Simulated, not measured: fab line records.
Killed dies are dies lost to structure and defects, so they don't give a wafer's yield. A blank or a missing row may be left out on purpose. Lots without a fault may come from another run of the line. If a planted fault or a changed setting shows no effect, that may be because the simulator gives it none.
fab line records	flow n5-finfet
[record] lots = 7	wafers = 21
route steps=1938 shown BEOL_M13@1661 BEOL_M14@1742 BEOL_M15@1809 MIM_TOP@1838 PASSIVATION@1929
start-h: start of the lot's first displayed wafer, in hours after the record's first day	wait-h: time in hours since the lot's previous step	" same as the row above	L1.1+2: a row that stands for several wafers	- no value, or no start given	* or withheld: withheld	< > ~ a bound
route shown NAME@n: a module of which the file shows steps, and the number in the route of the first	usual: mean/standard deviation of fault-free wafers	same: alike in all rows	chamber/n: place in a boat	sites: per-site readings	_std_site: standard deviation across them	_edge_site: outer sites' mean less inner sites'	radius-mm: how far each site lies from the wafer's centre	mask NAME#n: copy n	behind: tool/chamber where the wafer was last shaped	hold: cause of the lot's hold/its duration in hours/its outcome	device: the transistor (n, p or np) that didn't switch	end of line: tests of these same wafers at the route's end	where a step has no rows: the recipe by itself	killed: not the wafer's yield, but the dies lost to structure and defects at the first sort	map: the dies of a wafer, with x for killed, . for not killed, _ for no die there
set.NAME: the setting as run; set.NAME@STEP: as run at that earlier step	model.NAME: the simulator's own value behind a step, which no gauge read
lots where settings were altered on purpose, with a table for each step and a row for each wafer
[[steps]]
[step N5_BEOL_M13_COAT_58]
[recipe] resist = BARC	temp-c = 205	time-s = 60	spin-rpm = 1500	resist-thk-nm = 89
lot.wafer	tool	chamber	start-h	wait-h	set.spin-rpm	model.BARC_of_BEOL_M13_COAT_58.thk-nm
L074.1	litho-track-02	0	232.66	0.0	1500	88.6
L074.3+4	"	0	"	"	1500	88.8
L077.1	litho-track-04	0	234.81	0.0	1500	89.2
L077.4+5	"	0	"	"	1500	89.4
L076.1+3	litho-track-03	0	235.17	0.0	1633	84.8
L076.6	"	0	"	"	1633	85
L086.1	litho-track-04	0	299.35	0.0	1550	87.6
L086.5	"	0	"	"	1500	88.6
L086.6	"	0	"	"	1500	89.2
L088.1	litho-track-04	0	316.12	0.0	1500	89.2
L088.3	"	0	"	"	1576	87.4
L088.6	"	0	"	"	1500	89.4
L094.1+4+5	litho-track-04	0	354.11	0.0	1500	88.6
L096.1	litho-track-04	0	387.19	0.0	1500	89.4
L096.3	"	0	"	"	1500	89
L096.6	"	0	"	"	1500	89.2
[step N5_BEOL_M13_COAT_04]
[recipe] spin-rpm = 1625	resist-thk-nm = 400
[step N5_BEOL_M13_EBR_06]
[recipe] solvent = PGMEA	ebr-width-mm = 1.5
[step N5_BEOL_M13_DESCUM_15]
[recipe] chemistry = O2	time-s = 7.9	source-power-w = 50	bias-power-w = 20	pressure-mtorr = 20	rf-frequency-hz = 2.712e+07	temp-c = 40	o2-flow-sccm = 225
[step N5_BEOL_M13_ETCH_59]
[recipe] chemistry = N2/H2	target = BARC	target-depth-a = 890	overetch-a = 267	time-s = 67.9	ion-energy-ev = 200	pressure-mtorr = 30	source-w = 840	bias-w = 150	n2-flow-sccm = 200	h2-flow-sccm = 200
lot.wafer	tool	chamber	start-h	wait-h	set.spin-rpm@BEOL_M13_COAT_58	model.etch.depth-nm
L074.1	rie-diel-06	2	233.07	0.0	1500	88.65
L074.3	"	1	"	"	1500	88.79
L074.4	"	3	"	"	1500	88.75
L077.1	rie-diel-06	2	235.33	0.0	1500	89.23
L077.4	"	1	"	"	1500	89.49
L077.5	"	1	"	"	1500	89.43
L076.1	rie-diel-06	3	235.69	0.0	1633	84.8
L076.3	"	1	"	"	1633	84.72
L076.6	"	3	"	"	1633	84.94
L086.1	rie-diel-05	1	299.74	0.0	1550	87.55
L086.5	"	2	"	"	1500	88.58
L086.6	"	3	"	"	1500	89.11
L088.1	rie-diel-05	1	316.77	0.0	1500	89.24
L088.3	"	3	"	"	1576	87.35
L088.6	"	0	"	"	1500	89.33
L094.1	rie-diel-05	1	354.63	0.0	1500	88.57
L094.4	"	0	"	"	1500	88.53
L094.5	"	0	"	"	1500	88.52
L096.1	rie-diel-04	2	387.59	0.0	1500	89.45
L096.3	"	3	"	"	1500	88.94
L096.6	"	1	"	"	1500	89.23
[step N5_BEOL_M13_VIA_ETCH_16]
[recipe] chemistry = C4F8/O2/Ar	target = SiOC	pressure-mtorr = 30	source-w = 3000	bias-w = 700	Ar_flow_sccm = 400	C4F8_flow_sccm = 15	O2_flow_sccm = 8	he-inner-torr = 15	he-outer-torr = 30	target-depth-a = 9217	time-s = withheld	ion-energy-ev = 250	ends = cleared
[step N5_BEOL_M13_STRIP_63]
[recipe] chemistry = N2/H2	power-w = 1000	temp-c = 250	h2-frac = 0.65	overash-fraction = 0.3	pressure-mtorr = 1000	n2-flow-sccm = 1750	h2-flow-sccm = 3250
[step N5_BEOL_M13_STRIP_64]
[recipe] chemistry = N2/H2	power-w = 1000	temp-c = 250	h2-frac = 0.65	overash-fraction = 0.3	pressure-mtorr = withheld	n2-flow-sccm = 1750	h2-flow-sccm = 3250
[usual] strip-time-to-endpoint-s = 31.29/0.091
lot.wafer	tool	chamber	start-h	wait-h	set.spin-rpm@BEOL_M13_COAT_58	strip-time-to-endpoint-s
L074.1	plasma-asher-01	0	233.42	0.0	1500	31.21
L074.3	"	1	"	"	1500	31.25
L074.4	"	0	"	"	1500	31.24
L077.1	plasma-asher-02	1	235.68	0.0	1500	31.39
L077.4	"	1	"	"	1500	31.44
L077.5	"	1	"	"	1500	31.42
L076.1	plasma-asher-02	0	236.04	0.0	1633	30.12
L076.3	"	1	"	"	1633	30.09
L076.6	"	0	"	"	1633	30.16
L086.1	plasma-asher-02	1	300.09	0.0	1550	30.90
L086.5	"	0	"	"	1500	31.19
L086.6	"	1	"	"	1500	31.35
L088.1	plasma-asher-01	0	317.12	0.0	1500	31.38
L088.3	"	0	"	"	1576	30.84
L088.6	"	1	"	"	1500	31.41
L094.1	plasma-asher-02	1	354.98	0.0	1500	31.18
L094.4	"	0	"	"	1500	31.16
L094.5	"	0	"	"	1500	31.16
L096.1	plasma-asher-02	1	387.93	0.0	1500	31.44
L096.3	"	1	"	"	1500	31.29
L096.6	"	1	"	"	1500	31.37
[step N5_BEOL_M14_EXPOSE_25]
[recipe] mask-id = M14	na = 0.8	source-shape = annular	sigma-inner = 0.5	sigma-outer = 0.8	polarization = unpolarized	target-cd-nm = 280	dose-mj = 26.6
lot.wafer	tool	chamber	start-h	wait-h	mask	set.dose-mj
L074.1+3+4	krf-scanner-02	0	240.20	-	M14#0	26.6
L076.1+6	krf-scanner-01	0	241.47	-	M14#0	26.6
L076.3	"	0	"	"	M14#0	28.09
L077.1	krf-scanner-02	0	241.75	-	M14#0	28.46
L077.4+5	"	0	"	"	M14#0	26.6
L086.1+6	krf-scanner-02	0	304.95	-	M14#0	26.6
L086.5	"	0	"	"	M14#0	25.67
L088.1+3	krf-scanner-01	0	325.23	-	M14#0	26.09
L088.6	"	0	"	"	M14#0	26.6
L094.1+4+5	krf-scanner-02	0	364.45	-	M14#0	26.6
L096.1+6	krf-scanner-02	0	395.81	-	M14#0	26.6
L096.3	"	0	"	"	M14#0	28.52
[step N5_BEOL_M14_PEB_26]
[recipe] peb-temp-c = 130	peb-time-s = 90
lot.wafer	tool	chamber	start-h	wait-h	set.peb-temp-c
L074.1+4	litho-track-01	0	240.25	0.1	133.7
L074.3	"	0	"	"	130
L076.1+6	litho-track-01	0	241.53	0.1	130
L076.3	"	0	"	"	133
L077.1+4+5	litho-track-05	0	241.81	0.1	130
L086.1+5	litho-track-05	0	305.01	0.1	130
L086.6	"	0	"	"	132.3
L088.1+3+6	litho-track-05	0	325.29	0.1	130
L094.1+4+5	litho-track-04	0	364.50	0.1	130
L096.1+3	litho-track-04	0	395.87	0.1	130
L096.6	"	0	"	"	128.7
[step N5_BEOL_M14_DEVELOP_27]
[recipe] develop-time-s = 45	rinse-liquid = diw	dry = air-spin	dev-temp-c = 21
[step N5_BEOL_M14_HARDBAKE_32]
[recipe] temp-c = 130	time-s = 120
[step N5_BEOL_M14_CD_MEAS_28]
[recipe] target-cd-nm = 284.4	landing-energy-ev = 500	detector = se-inlens
[usual] cd-nm = 283.9/1.2
lot.wafer	tool	chamber	start-h	wait-h	set.dose-mj@BEOL_M14_EXPOSE_25	set.peb-temp-c@BEOL_M14_PEB_26	cd-nm
L074.1	cd-sem-01	0	240.37	-	26.6	133.7	300.2
L074.3	"	0	"	"	26.6	130	283.5
L074.4	"	0	"	"	26.6	133.7	299.0
L076.1	cd-sem-01	0	241.64	-	26.6	130	284.1
L076.3	"	0	"	"	28.09	133	305.8
L076.6	"	0	"	"	26.6	130	283.8
L077.1	cd-sem-01	0	241.92	-	28.46	130	296.3
L077.4	"	0	"	"	26.6	130	284.6
L077.5	"	0	"	"	26.6	130	284.4
L086.1	cd-sem-02	0	305.12	-	26.6	130	284.8
L086.5	"	0	"	"	25.67	130	278.6
L086.6	"	0	"	"	26.6	132.3	295.2
L088.1	cd-sem-03	0	325.40	-	26.09	130	281.4
L088.3	"	0	"	"	26.09	130	280.8
L088.6	"	0	"	"	26.6	130	284.0
L094.1	cd-sem-01	0	364.62	-	26.6	130	283.6
L094.4	"	0	"	"	26.6	130	283.4
L094.5	"	0	"	"	26.6	130	283.5
L096.1	cd-sem-01	0	395.98	-	26.6	130	285.0
L096.3	"	0	"	"	28.52	130	297.3
L096.6	"	0	"	"	26.6	128.7	279.8
[step N5_BEOL_M14_DESCUM_33]
[recipe] chemistry = O2	time-s = 7.9	source-power-w = 50	bias-power-w = 20	pressure-mtorr = 20	rf-frequency-hz = 2.712e+07	temp-c = 40	o2-flow-sccm = 225
lot.wafer	tool	chamber	start-h	wait-h	set.dose-mj@BEOL_M14_EXPOSE_25	set.peb-temp-c@BEOL_M14_PEB_26	model.BEOL_M14.cd-nm
L074.1	rie-diel-03	3	240.46	0.0	26.6	133.7	300
L074.3	"	2	"	"	26.6	130	284
L074.4	"	1	"	"	26.6	133.7	299
L076.1	rie-diel-01	1	241.88	0.2	26.6	130	284.2
L076.3	"	3	"	"	28.09	133	305.8
L076.6	"	2	"	"	26.6	130	283.8
L077.1	rie-diel-03	2	242.09	0.1	28.46	130	296
L077.4	"	1	"	"	26.6	130	285
L077.5	"	2	"	"	26.6	130	284.4
L086.1	rie-diel-03	2	305.69	0.5	26.6	130	284.6
L086.5	"	3	"	"	25.67	130	278.2
L086.6	"	2	"	"	26.6	132.3	295.2
L088.1	rie-diel-01	0	325.49	0.0	26.09	130	281.8
L088.3	"	1	"	"	26.09	130	280.8
L088.6	"	1	"	"	26.6	130	284.2
L094.1+4+5	rie-diel-02	2,0,0	364.93	0.3	26.6	130	283.4
L096.1	rie-diel-03	3	396.23	0.2	26.6	130	285.2
L096.3	"	1	"	"	28.52	130	297.4
L096.6	"	3	"	"	26.6	128.7	280
[step N5_BEOL_M14_ETCH_67]
[recipe] chemistry = CF4	target = SiARC	target-depth-a = 1430	time-s = 238.3	ion-energy-ev = 80	pressure-mtorr = 40	source-w = 545	bias-w = 36	Ar_flow_sccm = 100	cf4-flow-sccm = 100	ends = cleared
lot.wafer	tool	chamber	start-h	wait-h	set.dose-mj@BEOL_M14_EXPOSE_25	set.peb-temp-c@BEOL_M14_PEB_26	model.BEOL_M14.cd-nm
L074.1	rie-diel-03	3	240.49	0.0	26.6	133.7	295.2
L074.3	"	2	"	"	26.6	130	279.2
L074.4	"	1	"	"	26.6	133.7	294.4
L076.1	rie-diel-01	1	241.91	0.0	26.6	130	280
L076.3	"	3	"	"	28.09	133	301.4
L076.6	"	2	"	"	26.6	130	279.4
L077.1	rie-diel-03	2	242.12	0.0	28.46	130	291.8
L077.4	"	1	"	"	26.6	130	280.8
L077.5	"	2	"	"	26.6	130	280
L086.1	rie-diel-03	2	305.73	0.0	26.6	130	280.6
L086.5	"	3	"	"	25.67	130	273.6
L086.6	"	2	"	"	26.6	132.3	290.8
L088.1	rie-diel-01	0	325.53	0.0	26.09	130	277
L088.3	"	1	"	"	26.09	130	276
L088.6	"	1	"	"	26.6	130	280
L094.1	rie-diel-02	2	364.97	0.0	26.6	130	279.4
L094.4	"	0	"	"	26.6	130	279.2
L094.5	"	0	"	"	26.6	130	278.8
L096.1	rie-diel-03	3	396.26	0.0	26.6	130	281
L096.3	"	1	"	"	28.52	130	292.6
L096.6	"	3	"	"	26.6	128.7	275.4
[step N5_BEOL_M14_ETCH_68]
[recipe] chemistry = N2/H2	target = SOC	mask-material = SiARC	source-w = 3000	bias-w = 350	temp-c = 40	time-s = 450	ion-energy-ev = 200	pressure-mtorr = 30	n2-flow-sccm = 200	h2-flow-sccm = 200
lot.wafer	tool	chamber	start-h	wait-h	set.dose-mj@BEOL_M14_EXPOSE_25	set.peb-temp-c@BEOL_M14_PEB_26	model.BEOL_M14.cd-nm
L074.1	rie-diel-03	3	240.64	0.1	26.6	133.7	296.6
L074.3	"	2	"	"	26.6	130	280
L074.4	"	1	"	"	26.6	133.7	294.2
L076.1	rie-diel-01	1	242.06	0.1	26.6	130	282.2
L076.3	"	3	"	"	28.09	133	300.4
L076.6	"	2	"	"	26.6	130	278.6
L077.1	rie-diel-03	2	242.27	0.1	28.46	130	290.4
L077.4	"	1	"	"	26.6	130	278.4
L077.5	"	2	"	"	26.6	130	279.4
L086.1	rie-diel-03	2	305.87	0.1	26.6	130	280.8
L086.5	"	3	"	"	25.67	130	272.6
L086.6	"	2	"	"	26.6	132.3	290.4
L088.1	rie-diel-01	0	325.67	0.1	26.09	130	277
L088.3	"	1	"	"	26.09	130	276
L088.6	"	1	"	"	26.6	130	280.2
L094.1	rie-diel-02	2	365.12	0.1	26.6	130	278.6
L094.4	"	0	"	"	26.6	130	280
L094.5	"	0	"	"	26.6	130	279
L096.1	rie-diel-03	3	396.41	0.1	26.6	130	280.6
L096.3	"	1	"	"	28.52	130	293.6
L096.6	"	3	"	"	26.6	128.7	275.4
[step N5_BEOL_M14_STRIP_69]
[recipe] chemistry = N2/H2	temp-c = 40	n2-flow-sccm = 200	h2-flow-sccm = 200	rf-frequency-hz = 6e+07
[step N5_BEOL_M14_TRENCH_ETCH_34]
[recipe] chemistry = C4F8/O2/Ar	target = SiO2	target-depth-a = 5566.5	mask-material = SOC	he-inner-torr = 15	he-outer-torr = 30	time-s = 126.9	ion-energy-ev = 800	pressure-mtorr = 20	source-w = 1905	bias-w = 2040	Ar_flow_sccm = 400	C4F8_flow_sccm = 16	O2_flow_sccm = 12
lot.wafer	tool	chamber	start-h	wait-h	set.dose-mj@BEOL_M14_EXPOSE_25	set.peb-temp-c@BEOL_M14_PEB_26	model.BEOL_M14.cd-nm
L074.1	rie-diel-03	3	240.91	0.0	26.6	133.7	297
L074.3	"	2	"	"	26.6	130	279.8
L074.4	"	1	"	"	26.6	133.7	294.2
L076.1	rie-diel-01	1	242.33	0.0	26.6	130	282.4
L076.3	"	3	"	"	28.09	133	300.4
L076.6	"	2	"	"	26.6	130	279
L077.1	rie-diel-03	2	242.54	0.0	28.46	130	290
L077.4	"	1	"	"	26.6	130	278.4
L077.5	"	2	"	"	26.6	130	279.2
L086.1	rie-diel-03	2	306.15	0.0	26.6	130	280.6
L086.5	"	3	"	"	25.67	130	272.8
L086.6	"	2	"	"	26.6	132.3	290
L088.1	rie-diel-01	0	325.95	0.0	26.09	130	277.2
L088.3	"	1	"	"	26.09	130	276.4
L088.6	"	1	"	"	26.6	130	280.6
L094.1	rie-diel-02	2	365.39	0.0	26.6	130	279
L094.4	"	0	"	"	26.6	130	279.8
L094.5	"	0	"	"	26.6	130	278.8
L096.1	rie-diel-03	3	396.68	0.0	26.6	130	281
L096.3	"	1	"	"	28.52	130	294.2
L096.6	"	3	"	"	26.6	128.7	275.8
[step N5_BEOL_M14_STRIP_70]
[recipe] chemistry = C4F8/O2/Ar	resist = SiARC	rf-frequency-hz = 6e+07
[step N5_BEOL_M14_STRIP_37]
[recipe] chemistry = O2	power-w = 600	temp-c = 60	pressure-mtorr = 30	rf-frequency-hz = 6e+07	bias-power-w = 0	overash-fraction = 0.3	o2-flow-sccm = 225
[step N5_BEOL_M14_ETCH_38]
[recipe] chemistry = CF4/N2	target = SiCN	target-depth-a = 1065	taper-deg = 2	time-s = 120.6	ion-energy-ev = 150	mask-material = SiO2	pressure-mtorr = 40	source-w = 430	bias-w = 70	Ar_flow_sccm = 100	cf4-flow-sccm = 60	n2-flow-sccm = 60
lot.wafer	tool	chamber	start-h	wait-h	set.dose-mj@BEOL_M14_EXPOSE_25	set.peb-temp-c@BEOL_M14_PEB_26	model.BEOL_M14.cd-nm
L074.1	rie-diel-01	0	-	-	26.6	133.7	297.2
L074.3	"	3	"	"	26.6	130	280
L074.4	"	2	"	"	26.6	133.7	294.2
L076.1	rie-diel-02	3	-	-	26.6	130	282.4
L076.3	"	0	"	"	28.09	133	300.4
L076.6	"	2	"	"	26.6	130	279
L077.1	rie-diel-01	3	-	-	28.46	130	290
L077.4	"	1	"	"	26.6	130	278.4
L077.5	"	3	"	"	26.6	130	279.2
L086.1	rie-diel-01	3	-	-	26.6	130	280.6
L086.5	"	3	"	"	25.67	130	272.6
L086.6	"	2	"	"	26.6	132.3	289.8
L088.1	rie-diel-03	1	-	-	26.09	130	277.2
L088.3	"	3	"	"	26.09	130	276.4
L088.6	"	3	"	"	26.6	130	280.6
L094.1	rie-diel-02	1	-	-	26.6	130	279
L094.4	"	0	"	"	26.6	130	279.8
L094.5	"	2	"	"	26.6	130	278.8
L096.1	rie-diel-02	3	-	-	26.6	130	281
L096.3	"	0	"	"	28.52	130	294.2
L096.6	"	1	"	"	26.6	128.7	275.8
[step N5_BEOL_M15_TRENCH_ETCH_34]
[recipe] chemistry = C4F8/O2/Ar	target = SiO2	target-depth-a = 8729.3	he-inner-torr = 15	he-outer-torr = 30	time-s = 199	ion-energy-ev = 800	pressure-mtorr = 20	source-w = 1905	bias-w = 2040	Ar_flow_sccm = 400	C4F8_flow_sccm = 16	O2_flow_sccm = 12
[usual] rf-vpp-V = 2220/24
lot.wafer	tool	chamber	start-h	wait-h	set.bias-w	rf-vpp-V
L074.1	rie-diel-04	0	247.40	0.0	2040	2229
L074.3	"	2	"	"	2191	2307
L074.4	"	0	"	"	2191	2342
L076.1	rie-diel-04	2	248.63	0.0	2040	2197
L076.3	"	0	"	"	2316	2433
L076.6	"	0	"	"	2316	2434
L077.1	rie-diel-05	1	248.77	0.0	2040	2235
L077.4	"	1	"	"	1713	1975
L077.5	"	0	"	"	1713	1972
L086.1	rie-diel-06	0	310.63	0.0	2040	2240
L086.5	"	2	"	"	2040	2263
L086.6	"	1	"	"	2040	2201
L088.1	rie-diel-04	3	332.62	0.0	2347	2416
L088.3	"	0	"	"	2040	2228
L088.6	"	1	"	"	2347	2486
L094.1	rie-diel-04	2	371.42	0.0	2040	2195
L094.4	"	0	"	"	2040	2227
L094.5	"	2	"	"	2040	2194
L096.1	rie-diel-05	2	405.30	0.0	2040	2206
L096.3	"	3	"	"	1820	2031
L096.6	"	0	"	"	2040	2229
[step N5_BEOL_M15_SPUTTER_44]
[recipe] material = Ta	target-thk-a = 150	temp-c = 50	bias-v = 80	power-w = 15000	chamber-pressure-pa = 0.07	time-s = 24.19
lot.wafer	tool	chamber	start-h	wait-h	set.power-w	model.Ta_of_BEOL_M15_SPUTTER_44.thk-nm
L074.1+3+4	pvd-sputter-02	-	249.60	0.0	15900	15.8
L076.1	pvd-sputter-01	-	252.25	0.0	15000	15.2
L076.3+6	"	-	"	"	16930	16.8
L077.1+4+5	pvd-sputter-03	-	254.48	0.0	15000	15.2
L086.1	pvd-sputter-03	-	314.45	0.0	16990	16.8
L086.5	"	-	"	"	15000	14.8
L086.6	"	-	"	"	15000	15
L088.1+3+6	pvd-sputter-03	-	335.45	0.0	15000	15
L094.1+4	pvd-sputter-03	-	375.27	0.0	15000	15
L094.5	"	-	"	"	15000	14.8
L096.1	pvd-sputter-03	-	407.78	0.0	15000	15
L096.3	"	-	"	"	15000	14.8
L096.6	"	-	"	"	12710	12.6
[step N5_MIM_TOP_SPUTTER_03]
[recipe] material = TiN	target-thk-a = 350	temp-c = 200	power-w = 3000	chamber-pressure-pa = 0.49996	gas = Ar	reactive-partial-pa = 0.37997	time-s = 89.7
lot.wafer	tool	chamber	start-h	wait-h	set.power-w	model.TiN_of_MIM_TOP_SPUTTER_03.thk-nm
L074.1	pvd-sputter-01	-	254.47	0.0	3221	37
L074.3+4	"	-	"	"	3000	34.4
L076.1	pvd-sputter-03	-	258.08	0.0	3000	35.2
L076.3	"	-	"	"	3000	34.6
L076.6	"	-	"	"	3000	34.8
L077.1	pvd-sputter-01	-	258.78	0.0	3333	38.4
L077.4	"	-	"	"	3333	38.6
L077.5	"	-	"	"	3000	34.8
L086.1	pvd-sputter-01	-	319.73	0.0	3461	40.4
L086.5	"	-	"	"	3461	40.2
L086.6	"	-	"	"	3461	40.6
L088.1	pvd-sputter-03	-	339.37	0.0	3000	34.4
L088.3+6	"	-	"	"	3000	34.6
L094.1+5	pvd-sputter-02	-	378.19	0.0	3000	34.2
L094.4	"	-	"	"	3000	34.8
L096.1	pvd-sputter-01	-	411.40	0.0	3000	34.6
L096.3+6	"	-	"	"	3417	39.4
[step N5_PASSIVATION_PASS_ETCH_47]
[recipe] chemistry = CF4/O2	target = SiNx	target-depth-a = 7700	time-s = 385	ion-energy-ev = 100	pressure-mtorr = 40	source-w = 535	bias-w = 49	Ar_flow_sccm = 100	cf4-flow-sccm = 100	O2_flow_sccm = 10
lot.wafer	tool	chamber	start-h	wait-h	set.time-s	model.etch.depth-nm
L074.1	rie-diel-02	0	261.30	0.0	385	778.7
L074.3	"	3	"	"	385	755.7
L074.4	"	0	"	"	385	770.9
L076.1	rie-diel-02	2	266.92	0.0	385	775
L076.3	"	3	"	"	385	765.7
L076.6	"	3	"	"	385	765.5
L077.1	rie-diel-02	0	267.57	0.0	385	772.9
L077.4	"	3	"	"	385	762.1
L077.5	"	0	"	"	385	780.3
L086.1	rie-diel-03	3	330.38	0.0	312.6	635.7
L086.5	"	1	"	"	312.6	634.1
L086.6	"	3	"	"	385	777.3
L088.1	rie-diel-01	3	348.39	0.0	443	884.5
L088.3	"	2	"	"	385	774.2
L088.6	"	0	"	"	385	784.1
L094.1	rie-diel-01	0	384.85	0.0	385	782.1
L094.4	"	1	"	"	385	779.3
L094.5	"	1	"	"	385	776.7
L096.1	rie-diel-03	1	418.97	0.0	385	770
L096.3	"	3	"	"	385	776.3
L096.6	"	2	"	"	314.2	642.3
[[key]]
[split] step = N5_BEOL_M13_COAT_58	setting = spin-rpm	stated = 1500	by = wafer
[response] step = N5_BEOL_M13_COAT_58	reading = model.BARC_of_BEOL_M13_COAT_58.thk-nm	change = -0.38	per = 1%	r = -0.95
[response] step = N5_BEOL_M13_ETCH_59	reading = model.etch.depth-nm	change = -0.384	per = 1%	r = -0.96
[response] step = N5_BEOL_M13_STRIP_64	reading = strip-time-to-endpoint-s	change = *	per = 1%	r = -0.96
[split] step = N5_BEOL_M14_EXPOSE_25	setting = dose-mj	stated = 26.6	by = wafer
[response] step = N5_BEOL_M14_CD_MEAS_28	reading = cd-nm	slope = +1.67	per = 1%	together-with = peb-temp-c@BEOL_M14_PEB_26	explained = 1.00
[response] step = N5_BEOL_M14_DESCUM_33	reading = model.BEOL_M14.cd-nm	slope = +1.65	per = 1%	together-with = peb-temp-c@BEOL_M14_PEB_26	explained = 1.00
[response] step = N5_BEOL_M14_ETCH_67	reading = model.BEOL_M14.cd-nm	slope = +1.65	per = 1%	together-with = peb-temp-c@BEOL_M14_PEB_26	explained = 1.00
[response] step = N5_BEOL_M14_ETCH_68	reading = model.BEOL_M14.cd-nm	slope = +1.72	per = 1%	together-with = peb-temp-c@BEOL_M14_PEB_26	explained = 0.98
[response] step = N5_BEOL_M14_TRENCH_ETCH_34	reading = model.BEOL_M14.cd-nm	slope = +1.69	per = 1%	together-with = peb-temp-c@BEOL_M14_PEB_26	explained = 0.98
[response] step = N5_BEOL_M14_ETCH_38	reading = model.BEOL_M14.cd-nm	slope = +1.69	per = 1%	together-with = peb-temp-c@BEOL_M14_PEB_26	explained = 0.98
[split] step = N5_BEOL_M14_PEB_26	setting = peb-temp-c	stated = 130	by = wafer
[response] step = N5_BEOL_M14_CD_MEAS_28	reading = cd-nm	change = +7.48	per = 1%	r = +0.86
[response] step = N5_BEOL_M14_DESCUM_33	reading = model.BEOL_M14.cd-nm	change = +7.41	per = 1%	r = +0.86
[response] step = N5_BEOL_M14_ETCH_67	reading = model.BEOL_M14.cd-nm	slope = +5.56	per = 1%	together-with = dose-mj@BEOL_M14_EXPOSE_25	explained = 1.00
[response] step = N5_BEOL_M14_ETCH_68	reading = model.BEOL_M14.cd-nm	slope = +5.25	per = 1%	together-with = dose-mj@BEOL_M14_EXPOSE_25	explained = 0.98
[response] step = N5_BEOL_M14_TRENCH_ETCH_34	reading = model.BEOL_M14.cd-nm	slope = +5.28	per = 1%	together-with = dose-mj@BEOL_M14_EXPOSE_25	explained = 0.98
[response] step = N5_BEOL_M14_ETCH_38	reading = model.BEOL_M14.cd-nm	slope = +5.24	per = 1%	together-with = dose-mj@BEOL_M14_EXPOSE_25	explained = 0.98
[split] step = N5_BEOL_M15_TRENCH_ETCH_34	setting = bias-w	stated = 2040	by = wafer
[response] step = N5_BEOL_M15_TRENCH_ETCH_34	reading = rf-vpp-V	change = +16.1	per = 1%	r = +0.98
[split] step = N5_BEOL_M15_SPUTTER_44	setting = power-w	stated = 15000	by = wafer
[response] step = N5_BEOL_M15_SPUTTER_44	reading = model.Ta_of_BEOL_M15_SPUTTER_44.thk-nm	change = +0.141	per = 1%	r = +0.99
[split] step = N5_MIM_TOP_SPUTTER_03	setting = power-w	stated = 3000	by = wafer
[response] step = N5_MIM_TOP_SPUTTER_03	reading = model.TiN_of_MIM_TOP_SPUTTER_03.thk-nm	change = +0.342	per = 1%	r = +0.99
[split] step = N5_PASSIVATION_PASS_ETCH_47	setting = time-s	stated = 385	by = wafer
[response] step = N5_PASSIVATION_PASS_ETCH_47	reading = model.etch.depth-nm	change = +7.26	per = 1%	r = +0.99
